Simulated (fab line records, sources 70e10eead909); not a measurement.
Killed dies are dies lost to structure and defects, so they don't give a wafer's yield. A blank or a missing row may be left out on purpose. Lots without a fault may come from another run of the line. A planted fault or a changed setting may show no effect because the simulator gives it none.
fab line records | flow nand_harc
record lots=6 wafers=18 last_day=32
route steps=1302 shown A_BLC@1132 A_M0@1137
lots that met no fault: from a run of the same line without faults
start_h: hours from the record's first day to the start of the lot's first wafer shown | wait_h: hours since the lot's step before | " the same as in the row above | L1.1+2: a row that stands for several wafers | - no value, or no start given | * or withheld: withheld | < > ~ a bound
route shown NAME@n: a module of which the file shows steps, and the number in the route of the first | usual: mean/standard deviation of fault-free wafers | same: alike in all rows | chamber/n: place in a boat | sites: the reading at each site | _std_site: their standard deviation | _edge_site: outer sites' mean less inner sites' | radius_mm: how far each site lies from the wafer's centre | mask NAME#n: copy n | behind: the tool/chamber that last shaped the wafer | hold: why the lot was held/for how many hours/how that ended | device: the transistor (n, p or np) that didn't switch | end of line: the same wafers' tests at the end of the route | a step without rows: its recipe alone | killed: dies lost to structure and defects at the first sort, not the wafer's yield | map: a wafer's dies, x killed, . not, _ none there
set.NAME: the setting as run; set.NAME@STEP: as run at that earlier step | model.NAME: the simulator's own value behind a step, which no gauge read
lots at some steps of the route; a table a step, a row a wafer
services: from which hour (start_h, from the record's first day; less than 0 if before it) a tool's chamber was out of use, for how many hours, and why
## steps
# step NHARC_A_BLC_CVD_24
# recipe target_thk_a=1500 temp_c=300 pressure_torr=40 wf6_flow_sccm=40 h2_flow_sccm=1600 ar_flow_sccm=1560 time_s=434 material=W
# usual heater_power_w=434/30 mfc_h2_sccm=1599/5.1 mfc_wf6_sccm=40.01/0.11 throttle_valve_pct=8.0/0.31
# columns lot.wafer tool chamber start_h wait_h heater_power_w mfc_h2_sccm mfc_wf6_sccm throttle_valve_pct
L627.2 cvd_w-02 1 - - 458 1604 39.86 7.4
L627.4 " 0 " " 406 1598 39.94 8.3
L627.6 " 1 " " 458 1601 39.95 7.5
L637.1 cvd_w-01 1 - - 432 1601 40.06 7.8
L637.3 " 1 " " 440 1605 40.04 8.1
L637.6 " 0 " " 476 1590 40.00 8.2
L638.1 cvd_w-02 0 - - 395 1590 40.33 8.1
L638.3 " 1 " " 438 1604 39.95 7.6
L638.4 " 0 " " 391 1595 40.18 8.1
L643.1 cvd_w-02 0 - - 391 1594 40.04 7.8
L643.2 " 1 " " 440 1606 39.97 7.7
L643.4 " 0 " " 391 1593 39.95 8.3
L644.2 cvd_w-02 0 - - 394 1599 40.14 7.9
L644.3 " 1 " " 442 1602 40.00 7.7
L644.4 " 0 " " 391 1594 40.08 8.0
L645.1 cvd_w-02 1 - - 445 1600 39.96 7.7
L645.3 " 0 " " 399 1593 39.99 8.3
L645.5 " 0 " " 404 1590 40.10 7.9
# step NHARC_A_BLC_CMP_25
# recipe t_overpolish_s=30 target_thk_nm=150
# usual motor_current_A=12.2/1.4 overpolish_run_s=30.001/0.0081 pad_life_wafers=192/120 retaining_ring_pressure_frac=1.000/0.0051 time_to_endpoint_s=29.4/2.3
# same t_overpolish_s=30
# columns lot.wafer tool chamber start_h wait_h motor_current_A overpolish_run_s pad_life_wafers retaining_ring_pressure_frac time_to_endpoint_s
L627.4 cmp-04 2 547.56 0.3 12.1 29.994 175 0.989 26.5
L627.2 " 3 " " 13.5 29.986 176 0.995 28.1
L627.6 " 1 " " 11.6 30.015 - 0.993 25.4
L637.3 cmp-04 1 639.25 0.2 11.1 29.996 156 0.998 30.9
L637.1 " 3 " " 12.5 29.996 158 1.001 28.3
L637.6 " 2 " " 12.7 29.997 - 1.007 30.6
L638.1 cmp-02 1 657.52 0.4 12.9 30.002 199 1.005 28.5
L638.4 " 2 " " 12.2 29.996 200 1.005 28.1
L638.3 " 3 " " 12.1 29.987 201 0.996 29.1
L643.1 cmp-03 1 691.00 0.5 13.2 29.993 102 0.996 32.5
L643.4 " 2 " " 11.6 30.003 103 1.001 31.8
L643.2 " 3 " " 14.9 30.000 104 0.995 29.2
L644.3 cmp-04 3 720.83 0.3 13.6 29.983 54 0.997 31.5
L644.2 " 0 " " 12.1 29.997 55 0.992 32.6
L644.4 " 1 " " 11.3 30.005 56 1.003 27.0
L645.1 cmp-03 2 729.68 0.5 12.2 30.007 229 1.000 28.9
L645.3 " 3 " " 15.1 30.000 230 1.003 28.0
L645.5 " 1 " " 13.0 29.996 - 0.995 30.5
# step NHARC_A_BLC_SRD_27
# step NHARC_A_BLC_INSPECT_28
# usual raw_defect_count=509/130
# columns lot.wafer tool chamber start_h wait_h raw_defect_count
L627.2 defect_inspect-01 - 547.95 0.1 344
L627.4 " - " " 365
L627.6 " - " " 460
L637.1 defect_inspect-01 - 639.66 0.1 406
L637.3 " - " " 406
L637.6 " - " " 410
L638.1 defect_inspect-02 - 657.90 0.1 558
L638.3 " - " " 413
L638.4 " - " " 567
L643.1 defect_inspect-02 - 691.40 0.1 329
L643.2 " - " " 459
L643.4 " - " " 324
L644.2 defect_inspect-01 - 721.25 0.1 561
L644.3 " - " " 438
L644.4 " - " " 408
L645.1 defect_inspect-01 - 730.06 0.1 619
L645.3 " - " " 693
L645.5 " - " " 831
# step NHARC_A_M0_DEP_00
# recipe target_thk_a=1500 target_thk_nm=150 temp_c=withheld pressure_torr=5 flow_sccm=200 rf_w=600 material=SiOC
# step NHARC_A_M0_DEHYDRATE_01
# recipe temp_c=150 time_s=120
# step NHARC_A_M0_HMDS_02
# recipe time_s=30
# step NHARC_A_M0_COAT_33
# recipe temp_c=200 time_s=65
# step NHARC_A_M0_COAT_03
# recipe spin_rpm=1500 resist_thk_nm=90
# step NHARC_A_M0_SOFTBAKE_04
# recipe temp_c=105 time_s=55
# step NHARC_A_M0_EBR_05
# step NHARC_A_M0_EXPOSE_06
# recipe na=1.35 target_cd_nm=80 dose_mj=83.25 mask_id=A_M0
# usual exposure_dose_mJ_cm2=83.22/0.079 focus_offset_nm=0.0/0.47
# columns lot.wafer tool chamber start_h wait_h mask exposure_dose_mJ_cm2 focus_offset_nm
L627.2 arfi_scanner-03 0 548.71 - A_M0#0 83.27 -0.4
L627.4 " 0 " " A_M0#0 83.30 -0.7
L627.6 " 0 " " A_M0#0 83.22 -0.5
L637.1 arfi_scanner-02 - 640.43 - A_M0#0 - -
L637.3 " - " " A_M0#0 - -
L637.6 " - " " A_M0#0 - -
L638.1 arfi_scanner-01 - 658.66 - A_M0#0 - -
L638.3 " - " " A_M0#0 - -
L638.4 " - " " A_M0#0 - -
L643.1 arfi_scanner-03 0 692.16 - A_M0#0 83.27 -0.3
L643.2 " 0 " " A_M0#0 83.35 -0.3
L643.4 " 0 " " A_M0#0 83.30 0.3
L644.2 arfi_scanner-02 0 722.15 - A_M0#0 83.25 0.2
L644.3 " 0 " " A_M0#0 83.15 0.3
L644.4 " 0 " " A_M0#0 83.10 -0.5
L645.1 arfi_scanner-03 0 730.83 - A_M0#0 83.21 -0.4
L645.3 " 0 " " A_M0#0 83.16 -0.1
L645.5 " 0 " " A_M0#0 83.15 -0.6
# step NHARC_A_M0_PEB_07
# recipe peb_temp_c=100 peb_time_s=65
## services
# columns tool chamber start_h hours kind
cmp-02 - 526.50 4.0 pm
arfi_scanner-01 - 529.05 4.4 repair
cmp-03 - 536.15 0.5 repair
arfi_scanner-03 - 540.00 4.0 pm
cmp-03 - 556.38 4.0 pm
cmp-03 - 570.44 0.3 repair
cmp-04 - 573.13 3.6 repair
cmp-03 - 587.79 74.2 repair
arfi_scanner-02 - 600.21 5.4 repair
cmp-04 - 601.00 4.0 pm
cvd_w-02 - 632.46 13.0 pm
cmp-04 - 641.50 5.7 repair
arfi_scanner-02 - 649.88 1.1 repair
arfi_scanner-02 - 656.00 4.0 pm
cmp-04 - 661.62 1.5 repair
cvd_w-02 1 661.89 2.7 repair
cmp-03 - 661.99 4.0 pm
cmp-03 - 678.67 0.3 repair
cmp-04 - 685.58 1.5 repair
cmp-04 - 699.05 4.0 pm
cmp-04 - 711.73 0.9 repair
arfi_scanner-03 - 712.00 4.0 pm
arfi_scanner-02 - 715.73 1.2 repair
arfi_scanner-02 - 727.85 1.1 repair
## key
first_sign step=NHARC_A_M0_EXPOSE_06 reading=tool_record direction=missing
effect none on later readings
met_at NHARC_A_M0_EXPOSE_06
struck_wafers L637.1,L637.3,L637.6,L638.1,L638.3,L638.4
later_rows_left_out L637.1,L637.3,L637.6,L638.1,L638.3,L638.4
sort_left_out L637.1,L637.3,L637.6,L638.1,L638.3,L638.4
fault kind=skipped_step_whole tool=arfi_scanner-01,arfi_scanner-02 chamber=- onset_h=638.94 steps=NHARC_A_M0_EXPOSE_06 scope=struck_lots_only
# sort_left_out: the simulated sort isn't trusted on such a fault, so these wafers' sort isn't shown, and their yield isn't known
# later_rows_left_out: the simulator's readings of these wafers behind a module that went badly wrong aren't trusted and aren't shown, but for the sort
